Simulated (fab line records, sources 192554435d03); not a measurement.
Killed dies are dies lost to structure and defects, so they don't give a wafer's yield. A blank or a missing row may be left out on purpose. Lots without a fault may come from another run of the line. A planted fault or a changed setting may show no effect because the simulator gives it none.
A struck lot beside a sound one | flow n5_finfet | 14 steps out of a route of 1938
Sound: wafers L585.2, L585.4, L585.5. Struck: wafers L579.2, L579.5, L579.6. The cause comes at the end.
At each step with rows: each side's tool, then ch and its chambers, then its first start. Under that, the readings that differ: sound wafers | struck wafers | difference of the means | sigmas: that difference in standard deviations of wafers without a fault.
alike: readings whose means differ by less than 2 such deviations, and words and numbers that are the same on both sides. not compared: withheld readings, readings that some wafer has no value for, bounds like >300 that may hide the same value, and numbers for which the record gives no deviation and whose values overlap.
The two part at a step that has a row with sigmas, a row that says differs or no value, or rows on one side only. Numbers that don't overlap but have no deviation are shown without sigmas and don't part them. A reading that every wafer of one side lacks parts them only if that side has two wafers or more.

N5_FIN_SAQP_THK_MEAS_05:
  sound on film_metro-02, day 6 03:52; struck on film_metro-01, day 4 15:21
  alike: thk_nm
N5_FIN_SAQP_PECVD_47: deposits a-Si from SiH4/He, target thk 45 nm, time 36.3 s.
  sound on pecvd-03 ch 0,2, day 6 03:53; struck on pecvd-03 ch 0,1, day 4 15:23
  alike: heater_power_w, showerhead_plenum_p_Torr, susceptor_temp_C, throttle_valve_pct
N5_FIN_SAQP_PECVD_48: deposits SiNx from SiH4/NH3/N2, target thk 25 nm, time 22.1 s.
  sound on pecvd-03 ch 0,2, day 6 03:56; struck on pecvd-03 ch 0,1, day 4 15:25
  alike: heater_power_w, showerhead_plenum_p_Torr, susceptor_temp_C, throttle_valve_pct
N5_FIN_SAQP_PECVD_06: deposits a-Si from SiH4/He, target thk 60 nm, time 48.1 s.
  sound on pecvd-03 ch 0,2, day 6 03:58; struck on pecvd-03 ch 0,1, day 4 15:28
  alike: heater_power_w, showerhead_plenum_p_Torr, susceptor_temp_C, throttle_valve_pct
N5_FIN_SAQP_THK_MEAS_07:
  sound on film_metro-02, day 6 04:04; struck on film_metro-02, day 4 15:33
  alike: thk_nm
N5_FIN_SAQP_HM_DEP_72: deposits SiO2 from SiH4/N2O, target thk 12 nm, time 7.2 s.
  sound on pecvd-01 ch 1,2, day 6 04:06; struck on pecvd-01 ch 0,1, day 4 15:35
  alike: heater_power_w, showerhead_plenum_p_Torr, susceptor_temp_C
then, 6 steps without rows for these wafers: N5_FIN_SAQP_COAT_49 (time 60 s, resist thk 100 nm); N5_FIN_SAQP_COAT_50 (time 60 s, resist thk 35 nm); N5_FIN_SAQP_COAT_10 (resist thk 90 nm); N5_FIN_SAQP_EBR_12; N5_FIN_SAQP_SOFTBAKE_11 (time 60 s); N5_FIN_SAQP_EXPOSE_13 (exposes mask FIN CORE, target cd 35.6 nm).
N5_FIN_SAQP_PEB_14: peb time 60 s.
  sound on litho_track-02 ch 0, day 6 04:22; struck on litho_track-02, day 4 15:52
  no value came back on the struck wafers for chill_plate_temp_C (C), exhaust_pa (Pa); on the sound wafers chill_plate_temp_C (C) reads 22.95 22.99 22.95
then, 1 step without rows for these wafers: N5_FIN_SAQP_DEVELOP_15 (develop time 30 s).

WHERE THEY PART
Only at N5_FIN_SAQP_PEB_14, within this record.

WHY: what the simulator had put in
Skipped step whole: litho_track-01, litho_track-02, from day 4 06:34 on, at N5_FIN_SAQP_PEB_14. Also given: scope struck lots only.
